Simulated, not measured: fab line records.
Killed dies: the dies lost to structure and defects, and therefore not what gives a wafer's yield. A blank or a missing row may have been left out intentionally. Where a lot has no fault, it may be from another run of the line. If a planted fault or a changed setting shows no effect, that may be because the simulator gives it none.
Chamber matching -- flow nand_harc -- NHARC_P_M2_ETCH_35 on rie_diel-10 has 4 sister chambers
The step etches the open film in N2/H2, target depth 40 nm, overetch 12 nm, time 43.94 s. 4 wafers are shown with their chamber, then 12 later ones without.

EACH WAFER AND ITS CHAMBER
wafer,chamber,rf_vpp_V (V)
L092.1,1,430.4
L092.2,2,429.3
L093.4,3,431.1
L093.5,0,431.3

WAFERS WHOSE CHAMBER IS MISSING
wafer,rf_vpp_V (V)
L094.3,430.6
L094.4,432.1
L094.6,431.3
L095.1,428.8
L095.4,430.8
L095.6,430.9
L097.1,431.6
L097.3,429.9
L097.4,431.5
L096.1,430.9
L096.3,430.3
L096.4,430.9

WHICH CHAMBER EACH ONE RAN IN
wafer,from the rows above,in truth
L094.3,can't be placed: 1 or 3 or 0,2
L094.4,can't be placed: 0 or 3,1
L094.6,can't be placed: 0 or 3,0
L095.1,2,2
L095.4,can't be placed: 3 or 1 or 0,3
L095.6,can't be placed: 3 or 0 or 1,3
L097.1,can't be placed: 0 or 3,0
L097.3,can't be placed: 1 or 2 or 3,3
L097.4,can't be placed: 0 or 3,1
L096.1,can't be placed: 3 or 0 or 1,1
L096.3,can't be placed: 1 or 3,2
L096.4,can't be placed: 3 or 0 or 1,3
Correct placement for 1 of the 12. From these rows, 11 cannot be placed; in 7 the true chamber is one of the candidates. Number placed wrongly: 0.
How it was worked out, from the rows above alone: a wafer's distance from a chamber is the root of the sum, over the readings, of the square of ((its reading less the chamber's mean) divided by the reading's scatter). If the next closest chamber is less than 2 further off than the closest, the wafer can't be placed; otherwise it belongs to the closest. The mean given for a chamber averages the wafers shown for that chamber. The scatter (one wafer shown for each chamber): square how far every hidden wafer sits from the nearest shown wafer, average those squares and take the square root.
